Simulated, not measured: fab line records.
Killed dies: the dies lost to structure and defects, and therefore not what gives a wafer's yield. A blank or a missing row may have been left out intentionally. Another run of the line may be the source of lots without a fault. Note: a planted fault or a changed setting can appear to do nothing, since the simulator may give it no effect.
Problem report, 8D (eight disciplines) form, completed by code | flow nand-harc | the parts of the form that need people (team, actions taken, sign-off) are left out

== 1. WHAT IS WRONG ==
killed-at-array at NHARC_END_SORT_01 reads a mean of 663 on 2 wafers of 2 lots; wafers without a fault read 62 with a standard deviation of 16. Measured from the usual mean, that is +38 standard deviations.
First seen on wafer L693.1, day 29 00:13, on prober-02. At this step, 6 wafers from 2 lots have a number in the record. Rule for "out" (also "out of limits"): further than 4 standard deviations from the usual mean. The rest of the wafers with a number are treated as sound.

== 2. WHAT IT IS; WHAT IT IS NOT ==
question                    | is                           | is not
which readings at this step | killed-at-array, killed-dies | killed-at-other, killed-at-periphery, killed-open
which lots                  | L693, L696                   | -
which wafers of those lots  | L693.1, L696.4               | L693.3, L693.5, L696.1, L696.3
read on which gauges        | prober-02                    | -
when                        | from day 29 00:13            | up to then (0 sound wafers); but 4 sound wafers of L693, L696 came after

== 3. SUSPECTS, AND WHAT RULES EACH OUT ==
Counting: if a tool at a process step up to the reading ran every lot that is out, it stays a suspect. Sound lots after the first of them don't rule it out here, since some wafers of a struck lot are sound.
- the gauge at NHARC_END_SORT_01: ruled out. All the wafers that are out were read on prober-02, but those of them that NHARC_A_CHANNEL_FILL_D2_ETCHBACK_20 has rows for are out there too, on other tools.
- rie-si-03 at NHARC_A_CHANNEL_FILL_D2_ETCHBACK_19 (etches the open film in HBr/Cl2, target depth 5 nm, time 1.7 s): kept. It ran every lot that is out, first L693 (day 19 06:39).
- rie-diel-08 at NHARC_A_CHANNEL_FILL_D2_ETCHBACK_20 (etches the open film in C4F8/O2/Ar, target depth 27 nm, time 13.5 s): kept. It ran every lot that is out, first L693 (day 19 06:47). Its own readings are out on those wafers: run-length-s.
- rie-diel-12 at NHARC_A_CHANNEL_FILL_D2_STRIP_29 (strips in O2, time 20 s): kept. It ran every lot that is out, first L693 (day 29 00:13). NHARC_A_CHANNEL_FILL_D2_STRIP_29: start missing for some lots; hours and lot order therefore follow NHARC_END_SORT_01.
- In rie-diel-08 at NHARC_A_CHANNEL_FILL_D2_ETCHBACK_20, the wafers that are out were processed in chamber 0 and their sound lot-mates in chambers 1, 2, 3.
Still standing after the count: rie-si-03 at NHARC_A_CHANNEL_FILL_D2_ETCHBACK_19, rie-diel-08 at NHARC_A_CHANNEL_FILL_D2_ETCHBACK_20, rie-diel-12 at NHARC_A_CHANNEL_FILL_D2_STRIP_29.

== 4. THE CAUSE (what the simulator had put in) ==
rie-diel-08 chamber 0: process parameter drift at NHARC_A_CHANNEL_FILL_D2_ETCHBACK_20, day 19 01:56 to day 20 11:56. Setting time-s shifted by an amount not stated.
Of the 3 suspects that counting leaves, this tool is one.

== 5. THE CHAIN OF EFFECTS, in route order ==
Rows list readings where the struck wafers' mean (over those with a number) sits beyond 3 standard deviations from the usual. Scope: only readings with a usual standard deviation given in the record; hours: median across lots of the time from each lot's start at the first step in this table that gives one to its start at this step; sigmas: change in usual standard deviations.
hours | step                                | reading         | usual  | on struck wafers | change | sigmas
0     | NHARC_A_CHANNEL_FILL_D2_ETCHBACK_20 | run-length-s    | 34.5 s | 29.8             | -4.8   | -14
233   | NHARC_END_SORT_01                   | killed-at-array | 62     | 663              | +601   | +38
233   | NHARC_END_SORT_01                   | killed-dies     | 67     | 666              | +599   | +37
The process steps in it:
- NHARC_A_CHANNEL_FILL_D2_ETCHBACK_20: etches the open film in C4F8/O2/Ar, target depth 27 nm, time 13.5 s.
Readings that are blank on the struck wafers while sound wafers have them: bias-w at NHARC_A_CHANNEL_FILL_D2_ETCHBACK_20.

== 6. WHAT WOULD HAVE CAUGHT IT SOONER ==
238 hours passed between the start of the fault at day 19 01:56 and the first reading out of limits at a measuring or inspecting step in this record, taken at day 29 00:13.
The tool's own readings at NHARC_A_CHANNEL_FILL_D2_ETCHBACK_20 were out on every struck wafer that the step has a row for (run-length-s): an alarm limit on them would have fired on the first of those.
Each of the lots that are out, 2 in all, had begun NHARC_A_CHANNEL_FILL_D2_ETCHBACK_20 on rie-diel-08 no later than day 29 00:13. Had the tool been put on hold then, not one of them would have been saved.
